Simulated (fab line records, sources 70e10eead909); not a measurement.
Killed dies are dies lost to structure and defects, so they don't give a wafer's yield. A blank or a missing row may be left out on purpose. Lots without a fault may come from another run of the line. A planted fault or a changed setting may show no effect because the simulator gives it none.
A struck lot beside a sound one | flow nand_harc | 14 steps out of a route of 1159
Sound: wafers L685.2, L685.3, L685.5. Struck: wafers L684.1, L684.2, L684.6. The cause comes at the end.
At each step with rows: each side's tool, then ch and its chambers, then its first start. Under that, the readings that differ: sound wafers | struck wafers | difference of the means | sigmas: that difference in standard deviations of wafers without a fault.
alike: readings whose means differ by less than 2 such deviations, and words and numbers that are the same on both sides. not compared: withheld readings, readings that some wafer has no value for, bounds like >300 that may hide the same value, and numbers for which the record gives no deviation and whose values overlap.
The two part at a step that has a row with sigmas, a row that says differs or no value, or rows on one side only. Numbers that don't overlap but have no deviation are shown without sigmas and don't part them. A reading that every wafer of one side lacks parts them only if that side has two wafers or more.

first, 9 steps without rows for these wafers: NHARC_A_STAIRCASE_DEHYDRATE_176 (time 120 s); NHARC_A_STAIRCASE_HMDS_177 (time 30 s); NHARC_A_STAIRCASE_COAT_178; NHARC_A_STAIRCASE_SOFTBAKE_179 (time 170 s); NHARC_A_STAIRCASE_EBR_180; NHARC_A_STAIRCASE_EXPOSE_181 (exposes mask STAIR 2); NHARC_A_STAIRCASE_PEB_182 (peb time 130 s); NHARC_A_STAIRCASE_DEVELOP_183 (time 140 s); NHARC_A_STAIRCASE_HARDBAKE_185 (time 140 s).
NHARC_A_STAIRCASE_DESCUM_186: chemistry O2, time 3 s.
  sound on rie_diel-08 ch 1,2, day 11 21:21; struck on rie_diel-12 ch 0,1, day 12 03:13
  reading                         | sound          | struck         | difference | sigmas
  showerhead_plenum_p_Torr (Torr) | 2.02 2.03 2.03 | 1.86 1.87 1.86 | -0.16      | -2
  alike: drypump_motor_current_A, oes_product_au, rf_vpp_V, throttle_valve_pct
  not compared: rf_hours_counter_h
NHARC_A_STAIRCASE_TRIM_187: chemistry O2, time 211.2 s.
  sound on rie_diel-08 ch 0,2,3, day 11 21:27; struck on rie_diel-12 ch 0,1, day 12 03:23
  alike: drypump_motor_current_A, oes_product_au, rf_vpp_V, showerhead_plenum_p_Torr, throttle_valve_pct
  not compared: rf_hours_counter_h
NHARC_A_STAIRCASE_ETCH_188: etches the open film in C4F8/O2, target depth 100 nm, time 40.5 s.
  sound on rie_diel-08 ch 0,2, day 11 21:35; struck on rie_diel-12 ch 1,3, day 12 03:32
  reading               | sound             | struck            | difference | sigmas
  oes_product_au (a.u.) | 0.963 0.961 0.963 | 1.151 1.137 1.139 | +0.180     | +13
  rf_fwd_power_W (W)    | 591.5 588.1 588.5 | 834.1 831.8 827.3 | +241.7     | +81
  alike: rf_vpp_V
  not compared: rf_hours_counter_h
NHARC_A_STAIRCASE_TRIM_189: chemistry O2, time 211.2 s.
  sound on rie_diel-08 ch 0,2; struck on rie_diel-12 ch 0,1,3
  alike: drypump_motor_current_A, oes_product_au, rf_vpp_V, showerhead_plenum_p_Torr, throttle_valve_pct
  not compared: rf_hours_counter_h
-- the record jumps here: 9 days lie between the struck wafers' starts before and after (it left off in module A_STAIRCASE and takes up again in module END, whose first step shown is number 1159 of the route) --
NHARC_END_SORT_01:
  sound on prober-01 ch 0, day 20 04:42; struck on prober-01 ch 0, day 20 16:45
  reading         | sound    | struck                                                               | difference                   | sigmas
  hold            | - - -    | await_dispo/7.3h/scrap await_dispo/7.3h/scrap await_dispo/7.3h/scrap | no value on the sound wafers |
  killed_at_array | 21 22 23 | 676 669 673                                                          | +651                         | +76
  killed_dies     | 28 28 26 | 677 677 677                                                          | +650                         | +75
  alike: killed_at_other, killed_at_periphery, killed_open, killed_short

WHERE THEY PART
First at NHARC_A_STAIRCASE_DESCUM_186; last, within this record, at NHARC_END_SORT_01.

WHY: what the simulator had put in
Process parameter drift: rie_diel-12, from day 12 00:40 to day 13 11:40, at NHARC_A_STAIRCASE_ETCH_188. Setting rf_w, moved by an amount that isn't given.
